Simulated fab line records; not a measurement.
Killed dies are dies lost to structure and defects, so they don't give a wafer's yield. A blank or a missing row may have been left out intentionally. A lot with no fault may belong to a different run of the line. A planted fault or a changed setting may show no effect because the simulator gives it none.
Chamber matching + flow nand-harc + NHARC_A_CONTACT_ETCH_76 on rie-diel-01 has 4 sister chambers
The step etches the open film in N2/H2, target depth 260 nm, time 475.3 s. 8 wafers are shown with their chamber, then 9 later ones without.

EACH WAFER AND ITS CHAMBER
| wafer  | chamber | showerhead-plenum-p-Torr (Torr) | drypump-motor-current-A (A) |
|--------|---------|---------------------------------|-----------------------------|
| L369.1 | 1       | 2.14                            | 5.87                        |
| L370.3 | 1       | 2.13                            | 5.89                        |
| L376.6 | 3       | 1.95                            | 5.64                        |
| L385.4 | 2       | 2.01                            | 5.90                        |
| L385.5 | 0       | 2.16                            | 6.05                        |
| L386.1 | 2       | 2.00                            | 5.87                        |
| L386.4 | 0       | 2.16                            | 6.02                        |
| L386.6 | 3       | 1.95                            | 5.66                        |

WAFERS MISSING THEIR CHAMBER
| wafer  | showerhead-plenum-p-Torr (Torr) | drypump-motor-current-A (A) |
|--------|---------------------------------|-----------------------------|
| L389.1 | 2.16                            | 6.03                        |
| L389.4 | 1.95                            | 5.65                        |
| L389.5 | 2.00                            | 5.81                        |
| L392.2 | 2.12                            | 5.88                        |
| L392.5 | 1.95                            | 5.64                        |
| L392.6 | 2.00                            | 5.87                        |
| L391.2 | 2.16                            | 6.04                        |
| L391.4 | 2.00                            | 5.92                        |
| L391.6 | 2.00                            | 5.90                        |

WHICH CHAMBER EACH WENT THROUGH
| wafer  | from the rows above | in truth |
|--------|---------------------|----------|
| L389.1 | 0                   | 0        |
| L389.4 | 3                   | 3        |
| L389.5 | 2                   | 2        |
| L392.2 | 1                   | 1        |
| L392.5 | 3                   | 3        |
| L392.6 | 2                   | 2        |
| L391.2 | 0                   | 0        |
| L391.4 | 2                   | 2        |
| L391.6 | 2                   | 2        |
Placed correctly: 9 of 9. Left unplaced by these rows: 0. Placed wrongly: 0.
How it was worked out, from the rows above alone: a wafer's distance from a chamber is the root of the sum, over the readings, of the square of ((its reading less the chamber's mean) divided by the reading's scatter). If the next closest chamber is less than 2 further off than the closest, the wafer can't be placed; otherwise it belongs to the closest. A chamber's mean is the mean of its shown wafers. The scatter is the square root of a quotient: the sum, over the shown wafers, of each reading's squared deviation from its chamber's mean, divided by wafers minus chambers.
